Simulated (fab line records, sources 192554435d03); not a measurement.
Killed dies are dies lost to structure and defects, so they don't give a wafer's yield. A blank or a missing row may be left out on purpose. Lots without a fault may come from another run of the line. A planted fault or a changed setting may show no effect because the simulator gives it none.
Which tool did it? | flow n5_finfet | 24 lots, 72 wafers sampled, at 5 steps of a route of 1938

WHAT THE GAUGES READ, wafer by wafer
N5_BEOL_M2_THK_MEAS_01.
lot  | measured     | on            | M2_ILD_THK (nm)
L074 | day 6 09:43  | film_metro-02 | 78.2 78.5 80.4
L076 | day 6 15:44  | film_metro-01 | 78.2 78.1 78.8
L075 | day 7 00:05  | film_metro-01 | 78.8 77.8 77.8
L077 | day 7 07:46  | film_metro-01 | 79.2 79.4 79.8
L078 | day 8 00:02  | film_metro-02 | 79.5 78.9 80.4
L079 | day 8 00:19  | film_metro-02 | 79.1 79.1 80.0
L080 | day 8 02:21  | film_metro-02 | 78.7 77.6 79.4
L083 | day 8 18:45  | film_metro-02 | 78.2 77.9 79.7
L081 | day 9 01:28  | film_metro-01 | 79.8 80.8 80.3
L082 | day 9 01:13  | film_metro-01 | 77.9 80.4 79.1
L084 | day 9 03:36  | film_metro-01 | 78.0 78.0 78.9
L085 | day 9 03:44  | film_metro-01 | 77.9 77.7 77.2
L086 | day 9 20:31  | film_metro-01 | 78.5 78.4 78.8
L087 | day 10 03:28 | film_metro-01 | 77.9 79.5 79.1
L089 | day 10 03:13 | film_metro-01 | 78.5 79.2 79.1
L088 | day 10 06:41 | film_metro-02 | 78.9 79.0 80.3
L090 | day 10 18:48 | film_metro-02 | 78.4 78.0 79.5
L091 | day 10 22:04 | film_metro-02 | 77.6 78.5 79.2
L092 | day 11 00:29 | film_metro-01 | 79.4 78.9 79.5
L093 | day 11 08:50 | film_metro-02 | 77.8 79.0 78.9
L094 | day 11 17:05 | film_metro-02 | 79.8 78.8 78.1
L095 | day 11 21:10 | film_metro-01 | 78.7 78.5 79.8
L097 | day 12 04:22 | film_metro-01 | 78.1 78.1 79.7
L096 | day 12 06:59 | film_metro-02 | 80.2 79.4 79.7

N5_BEOL_M2_INSPECT_13: inspects for defects (brightfield).
lot  | measured     | on                | raw_defect_count
L074 | day 6 11:14  | defect_inspect-01 | 274 343 396
L076 | day 6 17:24  | defect_inspect-01 | 422 361 468
L075 | day 7 02:14  | defect_inspect-02 | 369 541 401
L077 | day 7 09:18  | defect_inspect-01 | 437 430 247
L078 | day 8 01:57  | defect_inspect-02 | 331 436 416
L079 | day 8 03:31  | defect_inspect-02 | 354 509 603
L080 | day 8 04:00  | defect_inspect-02 | 376 381 355
L083 | day 8 19:46  | defect_inspect-02 | 596 642 495
L081 | day 9 03:43  | defect_inspect-01 | 520 385 601
L082 | day 9 03:33  | defect_inspect-01 | 479 481 513
L084 | day 9 04:41  | defect_inspect-02 | 529 433 460
L085 | day 9 04:59  | defect_inspect-02 | 479 603 489
L086 | day 9 21:30  | defect_inspect-02 | 347 483 568
L087 | day 10 06:29 | defect_inspect-02 | 673 519 642
L089 | day 10 06:14 | defect_inspect-01 | 398 324 620
L088 | day 10 09:28 | defect_inspect-01 | 324 306 455
L090 | day 10 22:46 | defect_inspect-01 | 458 449 417
L091 | day 10 23:19 | defect_inspect-01 | 476 524 588
L092 | day 11 02:38 | defect_inspect-01 | 458 604 494
L093 | day 11 10:12 | defect_inspect-01 | 356 286 387
L094 | day 11 18:19 | defect_inspect-01 | 422 554 493
L095 | day 11 22:09 | defect_inspect-02 | 489 283 599
L097 | day 12 05:20 | defect_inspect-02 | 465 653 482
L096 | day 12 08:52 | defect_inspect-01 | 367 338 451

WHICH TOOL RAN EACH LOT (tool, then ch and the chambers of the sampled wafers, then the start)
lot  | N5_BEOL_M1_ANNEAL_87         | N5_BEOL_M1_SPUTTER_88        | N5_BEOL_M1_PRE_CLEAN_60
L074 | pvd_sputter-02, day 6 07:27  | pvd_sputter-02, day 6 07:35  | cvd_co-01 ch 0,2, day 6 09:18
L076 | pvd_sputter-03, day 6 13:25  | pvd_sputter-03, day 6 13:34  | cvd_co-02 ch 1,2, day 6 15:21
L075 | pvd_sputter-02, day 6 21:53  | pvd_sputter-02, day 6 22:01  | cvd_co-02 ch 0,1,2, day 6 23:45
L077 | pvd_sputter-02, day 7 04:01  | pvd_sputter-02, day 7 04:09  | cvd_co-01 ch 0,1,2, day 7 07:26
L078 | pvd_sputter-02, day 7 21:50  | pvd_sputter-02, day 7 21:58  | cvd_co-01 ch 0,1, day 7 23:41
L079 | pvd_sputter-03, day 7 22:07  | pvd_sputter-03, day 7 22:16  | cvd_co-02 ch 0,1, day 7 23:58
L080 | pvd_sputter-01, day 7 23:02  | pvd_sputter-01, day 7 23:19  | cvd_co-01 ch 1,2, day 8 02:00
L083 | pvd_sputter-01, day 8 15:27  | pvd_sputter-01, day 8 15:44  | cvd_co-02 ch 0,2, day 8 18:24
L081 | pvd_sputter-01, day 8 22:10  | pvd_sputter-01, day 8 22:27  | cvd_co-02 ch 1,2, day 9 01:07
L082 | pvd_sputter-03, day 8 23:01  | pvd_sputter-03, day 8 23:10  | cvd_co-02 ch 0,1, day 9 00:52
L084 | pvd_sputter-02, day 9 01:23  | pvd_sputter-02, day 9 01:32  | cvd_co-01 ch 1,2, day 9 03:14
L085 | pvd_sputter-03, day 9 01:32  | pvd_sputter-03, day 9 01:41  | cvd_co-02 ch 0,1,2, day 9 03:23
L086 | pvd_sputter-03, day 9 18:10  | pvd_sputter-03, day 9 18:19  | cvd_co-02 ch 0,1,2, day 9 20:05
L087 | pvd_sputter-01, day 10 00:01 | pvd_sputter-01, day 10 00:17 | cvd_co-02 ch 0,2, day 10 03:07
L089 | pvd_sputter-02, day 10 00:59 | pvd_sputter-02, day 10 01:08 | cvd_co-02 ch 0,1,2, day 10 02:50
L088 | pvd_sputter-02, day 10 04:28 | pvd_sputter-02, day 10 04:37 | cvd_co-02 ch 0,1,2, day 10 06:19
L090 | pvd_sputter-01, day 10 15:29 | pvd_sputter-01, day 10 15:46 | cvd_co-01 ch 0,2, day 10 18:26
L091 | pvd_sputter-03, day 10 19:51 | pvd_sputter-03, day 10 19:59 | cvd_co-01 ch 1,2, day 10 21:42
L092 | pvd_sputter-01, day 10 21:10 | pvd_sputter-01, day 10 21:27 | cvd_co-01 ch 0,1,2, day 11 00:07
L093 | pvd_sputter-01, day 11 05:32 | pvd_sputter-01, day 11 05:49 | cvd_co-02 ch 0,2, day 11 08:28
L094 | pvd_sputter-02, day 11 14:53 | pvd_sputter-02, day 11 15:01 | cvd_co-02 ch 0,1,2, day 11 16:43
L095 | pvd_sputter-03, day 11 18:58 | pvd_sputter-03, day 11 19:06 | cvd_co-01 ch 0,1,2, day 11 20:49
L097 | pvd_sputter-03, day 12 01:56 | pvd_sputter-03, day 12 02:05 | cvd_co-02 ch 0,1,2, day 12 04:00
L096 | pvd_sputter-02, day 12 04:47 | pvd_sputter-02, day 12 04:55 | cvd_co-01 ch 0,1,2, day 12 06:39
- N5_BEOL_M1_ANNEAL_87: time 240 s.
- N5_BEOL_M1_SPUTTER_88: material Cu, target thk 4.5 nm, time 8.29 s.
- N5_BEOL_M1_PRE_CLEAN_60: time 15 s.

WHAT THE TOOLS THEMSELVES READ (means of the sampled wafers that have a number; where no wafer has one, the mark that the record gives instead)
N5_BEOL_M1_ANNEAL_87.
lot  | tool           | heater_power_w (W)
L074 | pvd_sputter-02 | 869
L076 | pvd_sputter-03 | 842
L075 | pvd_sputter-02 | 872
L077 | pvd_sputter-02 | 770
L078 | pvd_sputter-02 | 857
L079 | pvd_sputter-03 | 890
L080 | pvd_sputter-01 | 756
L083 | pvd_sputter-01 | 823
L081 | pvd_sputter-01 | 831
L082 | pvd_sputter-03 | 859
L084 | pvd_sputter-02 | 763
L085 | pvd_sputter-03 | 837
L086 | pvd_sputter-03 | 874
L087 | pvd_sputter-01 | 827
L089 | pvd_sputter-02 | 775
L088 | pvd_sputter-02 | 840
L090 | pvd_sputter-01 | 756
L091 | pvd_sputter-03 | 877
L092 | pvd_sputter-01 | 773
L093 | pvd_sputter-01 | 766
L094 | pvd_sputter-02 | 849
L095 | pvd_sputter-03 | 818
L097 | pvd_sputter-03 | 822
L096 | pvd_sputter-02 | 863

N5_BEOL_M1_SPUTTER_88.
lot  | tool           | throttle_valve_pct (%)
L074 | pvd_sputter-02 | 31.2
L076 | pvd_sputter-03 | 29.2
L075 | pvd_sputter-02 | 31.7
L077 | pvd_sputter-02 | 30.5
L078 | pvd_sputter-02 | 31.3
L079 | pvd_sputter-03 | 29.3
L080 | pvd_sputter-01 | 30.8
L083 | pvd_sputter-01 | 30.1
L081 | pvd_sputter-01 | 30.0
L082 | pvd_sputter-03 | 29.5
L084 | pvd_sputter-02 | 30.4
L085 | pvd_sputter-03 | 30.3
L086 | pvd_sputter-03 | 30.1
L087 | pvd_sputter-01 | 29.1
L089 | pvd_sputter-02 | 30.7
L088 | pvd_sputter-02 | 30.7
L090 | pvd_sputter-01 | 29.8
L091 | pvd_sputter-03 | 29.6
L092 | pvd_sputter-01 | 30.7
L093 | pvd_sputter-01 | 30.8
L094 | pvd_sputter-02 | 31.0
L095 | pvd_sputter-03 | 31.3
L097 | pvd_sputter-03 | 30.8
L096 | pvd_sputter-02 | 31.4

N5_BEOL_M1_PRE_CLEAN_60.
lot  | tool      | heater_power_w (W)
L074 | cvd_co-01 | 89
L076 | cvd_co-02 | 83
L075 | cvd_co-02 | 85
L077 | cvd_co-01 | 90
L078 | cvd_co-01 | 88
L079 | cvd_co-02 | 86
L080 | cvd_co-01 | 75
L083 | cvd_co-02 | 92
L081 | cvd_co-02 | 77
L082 | cvd_co-02 | 79
L084 | cvd_co-01 | 76
L085 | cvd_co-02 | 84
L086 | cvd_co-02 | 84
L087 | cvd_co-02 | 89
L089 | cvd_co-02 | 85
L088 | cvd_co-02 | 85
L090 | cvd_co-01 | 91
L091 | cvd_co-01 | 75
L092 | cvd_co-01 | 89
L093 | cvd_co-02 | 92
L094 | cvd_co-02 | 85
L095 | cvd_co-01 | 91
L097 | cvd_co-02 | 86
L096 | cvd_co-01 | 90

THE ANSWER, worked out from the rows above alone
Rule: what is usual is taken from the lots themselves. Put in order of their means at a reading, lots are off if they are a third of the lots or fewer, leave a main group of 4 or more, and stand apart from it by a gap of 3 or more times the standard deviation of the main group's means; of several such gaps the widest counts. A main group whose means are all the same, to the digits that the tables above print for the reading, isn't used. A lot without any number at a reading at which 4 lots or more have one is off too. The other lots that the step has rows for count as sound. The gauges are gone through in route order, then the tools' own readings, and for those a lot's mean is taken as printed above. The first step at which some lot is off is used, and at that step the reading that is off furthest; a lot without a number counts as furthest.
No lot is off at any reading shown: from this, nothing can be told.

WHAT THE SIMULATOR HAD PUT IN
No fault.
